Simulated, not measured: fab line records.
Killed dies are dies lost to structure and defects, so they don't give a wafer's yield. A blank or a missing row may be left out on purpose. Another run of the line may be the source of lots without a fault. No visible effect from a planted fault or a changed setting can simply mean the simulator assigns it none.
Matching of chambers -- flow n5_finfet -- ald_sin-03 running N5_BEOL_M0_SAQP_SPACER2_ALD_26: 4 sister chambers
The step deposits SiO2, target thk 15 nm, pulse time 1 s, purge time 2 s. 20 wafers are shown with their chamber, then 10 later ones without.

WAFERS, EACH WITH ITS CHAMBER
wafer,chamber,heater_power_w (W),precursor_pulse_height_rel
L074.2,3,423,0.992
L074.3,1,468,0.990
L074.4,0,532,1.007
L077.1,0,524,0.994
L077.4,3,428,1.011
L077.6,2,419,1.025
L080.1,2,428,0.968
L080.2,0,523,1.013
L080.4,1,459,1.009
L083.1,1,478,0.996
L083.2,2,429,0.990
L083.4,3,432,1.019
L085.2,2,408,0.992
L085.3,0,511,1.035
L085.6,1,475,1.007
L086.2,3,432,1.001
L086.3,2,420,1.011
L086.4,0,523,1.013
L087.2,0,517,1.033
L087.4,1,477,0.999

SIGNATURES (means of the wafers above)
reading,chamber 0,chamber 1,chamber 2,chamber 3,scatter within a chamber
heater_power_w,521.67,471.40,420.80,428.75,7.27
precursor_pulse_height_rel,1.01583,1.00020,0.99720,1.00575,0.0154
Rule: distance of a wafer from a chamber = root of the sum over the readings of ((wafer's reading minus chamber's mean) / reading's scatter) squared. If the next closest chamber is less than 2 further off than the closest, the wafer can't be placed; otherwise it belongs to the closest. The scatter is the square root of a quotient: the sum, over the shown wafers, of each reading's squared deviation from its chamber's mean, divided by wafers minus chambers.

WAFERS WHOSE CHAMBER IS MISSING
wafer,heater_power_w (W),precursor_pulse_height_rel
L087.6,467,0.987
L089.1,534,0.980
L089.5,543,0.995
L089.6,429,1.013
L094.2,508,1.006
L094.5,533,1.004
L094.6,468,1.004
L095.1,427,0.979
L095.3,521,1.045
L095.4,465,0.985

WHICH CHAMBER EACH ONE RAN IN
wafer,from the rows above,in truth
L087.6,1,1
L089.1,0,0
L089.5,0,0
L089.6,can't be placed: 3 or 2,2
L094.2,0,0
L094.5,0,0
L094.6,1,1
L095.1,can't be placed: 2 or 3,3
L095.3,0,0
L095.4,1,1
8 of 10 placed correctly. Not placeable from these rows: 2 (in 2, the candidates include the true chamber). Placed wrongly: 0.
